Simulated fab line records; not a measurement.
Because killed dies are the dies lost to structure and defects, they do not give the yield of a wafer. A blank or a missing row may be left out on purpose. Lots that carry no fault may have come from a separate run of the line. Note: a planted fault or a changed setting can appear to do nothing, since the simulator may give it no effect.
Split-lot experiment -- flow n5-finfet -- 7 lots, 21 wafers read, on a route of 1938 steps

## THE SPLIT
At N5_DUMMY_GATE_COAT_09 (resist thk 30 nm), the setting spin-rpm was moved away from the recipe's 1500 rpm on 3 of the 21 wafers read, by -8.1% to +8.0%. All remaining wafers had this setting at the recipe value.

## FROM THE SPLIT TO THE READING: what the file shows between them, 5 steps
- N5_DUMMY_GATE_EBR_11
- N5_DUMMY_GATE_SOFTBAKE_10: time 60 s
- N5_DUMMY_GATE_EXPOSE_12: exposes mask GATE, target cd 25 nm
- N5_DUMMY_GATE_PEB_13: peb time 60 s
- N5_DUMMY_GATE_DEVELOP_14: develop time 30 s

## THE READING
CAR-EUV_of_DUMMY_GATE_COAT_09.thk-nm (the simulator's own value, which no gauge read), in nm, at N5_DUMMY_GATE_DESCUM_20 (chemistry O2, time 6.2 s). There is no usual value for it anywhere in the file. Average 26.4 nm, standard deviation 0.1 nm, over the 18 wafers here run with the recipe.

wafer,"tool, chamber at the split","spin-rpm as run, rpm",against the recipe,"CAR-EUV_of_DUMMY_GATE_COAT_09.thk-nm, nm",against lot-mates on the recipe
L081.3,"litho-track-04, 0",1500,recipe,26.4,-
L081.4,"litho-track-04, 0",1500,recipe,26.4,-
L081.6,"litho-track-04, 0",1500,recipe,26.4,-
L083.2,"litho-track-02, 0",1500,recipe,26.4,-
L083.4,"litho-track-02, 0",1500,recipe,26.4,-
L083.6,"litho-track-02, 0",1500,recipe,26.6,-
L087.2,"litho-track-04, 0",1500,recipe,26.4,-
L087.5,"litho-track-04, 0",1560,+4.0%,25.8,-0.7
L087.6,"litho-track-04, 0",1500,recipe,26.6,-
L088.1,"litho-track-02, 0",1500,recipe,26.4,-
L088.5,"litho-track-02, 0",1500,recipe,26.4,-
L088.3,"litho-track-02, 0",1500,recipe,26.2,-
L089.1,"litho-track-05, 0",1379,-8.1%,27.8,+1.4
L089.2,"litho-track-05, 0",1500,recipe,26.4,-
L089.5,"litho-track-05, 0",1500,recipe,26.4,-
L095.2,"litho-track-04, 0",1500,recipe,26.4,-
L095.3,"litho-track-04, 0",1500,recipe,26.4,-
L095.4,"litho-track-04, 0",1500,recipe,26.6,-
L097.3,"litho-track-04, 0",1500,recipe,26.6,-
L097.5,"litho-track-04, 0",1620,+8.0%,25.4,-1.1
L097.6,"litho-track-04, 0",1500,recipe,26.4,-

THE FIT
A straight line over all 21 wafers: CAR-EUV_of_DUMMY_GATE_COAT_09.thk-nm changes by -0.151 nm for each +1% of spin-rpm; r = -0.97; the points scatter about the line by 0.11 nm.
The same after taking each lot's own level away (the mean of its wafers on the recipe; 21 wafers): -0.158 nm for each +1%; r = -0.98; scatter 0.093 nm.
According to that fit, moving spin-rpm by its largest amount changes the reading by 1.3 nm.
Across the lots, their own levels run from 26.33 to 26.50 nm, a range of 1.7 times the standard deviation given above.
So the lot-to-lot level changes the slope little: the two slopes agree.
Check: with one of the wafers moved furthest among these (-8.1%) left out of the fit, the line predicts +1.16 nm for it against its lot-mates. It came out at +1.4 nm against them.

## ADDITIONAL SPLITS CARRIED BY THESE WAFERS
Other splits were also applied to these wafers ahead of the reading. Each is held against what the fit with the lots' levels taken away leaves over:
other split on the same wafers,wafers away from the commonest value,r with CAR-EUV_of_DUMMY_GATE_COAT_09.thk-nm (lot level and that fit taken away)
N5_WELL_APT_COAT_19 spin-rpm,8,+0.04
N5_PMOS_HMC_CHANNEL_EPI_PEB_07 peb-temp-c,6,+0.11
N5_FIN_SAQP_ETCH_65 time-s,9,+0.01

## THE WHOLE CHAIN: every reading that the file lists as answering this split, in the file's order
step,what it does,reading,change (the file's fit),r (the file's)
N5_DUMMY_GATE_COAT_09,resist thk 30 nm,"CAR-EUV_of_DUMMY_GATE_COAT_09.thk-nm (the simulator's own value, which no gauge read)",-0.138 nm for each +1% of the setting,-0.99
N5_DUMMY_GATE_DEVELOP_14,develop time 30 s,"CAR-EUV_of_DUMMY_GATE_COAT_09.thk-nm (the simulator's own value, which no gauge read)",-0.155 nm for each +1% of the setting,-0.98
N5_DUMMY_GATE_DESCUM_20,"chemistry O2, time 6.2 s","CAR-EUV_of_DUMMY_GATE_COAT_09.thk-nm (the simulator's own value, which no gauge read)",-0.158 nm for each +1% of the setting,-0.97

## FILE'S OWN FIT
CAR-EUV_of_DUMMY_GATE_COAT_09.thk-nm changes by -0.158 nm for each +1% of spin-rpm, r = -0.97.
